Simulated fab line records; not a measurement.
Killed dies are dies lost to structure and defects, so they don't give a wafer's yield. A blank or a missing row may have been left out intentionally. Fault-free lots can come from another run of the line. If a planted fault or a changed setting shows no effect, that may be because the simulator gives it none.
Matching of chambers	flow nandHarc	pecvd-03 running NHARC_A_STAIRCASE_DEP_259: 3 sister chambers
The step deposits SiON, target thk 30 nm. 3 wafers are shown with their chamber, then 8 later ones without.

== WAFERS PAIRED WITH THEIR CHAMBERS ==
wafer	chamber	heaterPowerW (W)
L083.6	1	709
L089.4	2	716
L091.1	0	812

== WAFERS WITHOUT THEIR CHAMBER ==
wafer	heaterPowerW (W)
L091.3	755
L091.4	806
L090.1	672
L090.5	723
L090.6	673
L093.1	743
L093.4	800
L093.6	737

== EACH ONE'S CHAMBER ==
wafer	from the rows above	in truth
L091.3	can't be placed: 2 or 1 or 0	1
L091.4	0	0
L090.1	can't be placed: 1 or 2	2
L090.5	can't be placed: 2 or 1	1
L090.6	can't be placed: 1 or 2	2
L093.1	can't be placed: 2 or 1 or 0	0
L093.4	0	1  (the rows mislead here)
L093.6	can't be placed: 2 or 1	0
Correctly placed: 1 of 8. These rows do not allow placing 6 (true chamber among the candidates in 5). 1 placed wrongly.
How it was worked out, from the rows above alone: a wafer's distance from a chamber is the root of the sum, over the readings, of the square of ((its reading less the chamber's mean) divided by the reading's scatter). If the next closest chamber is less than 2 further off than the closest, the wafer can't be placed; otherwise it belongs to the closest. Each chamber's mean is taken over the wafers shown for it. The scatter: with one shown wafer a chamber, the root of the mean of the squares of how far each hidden wafer lies from its nearest shown one.
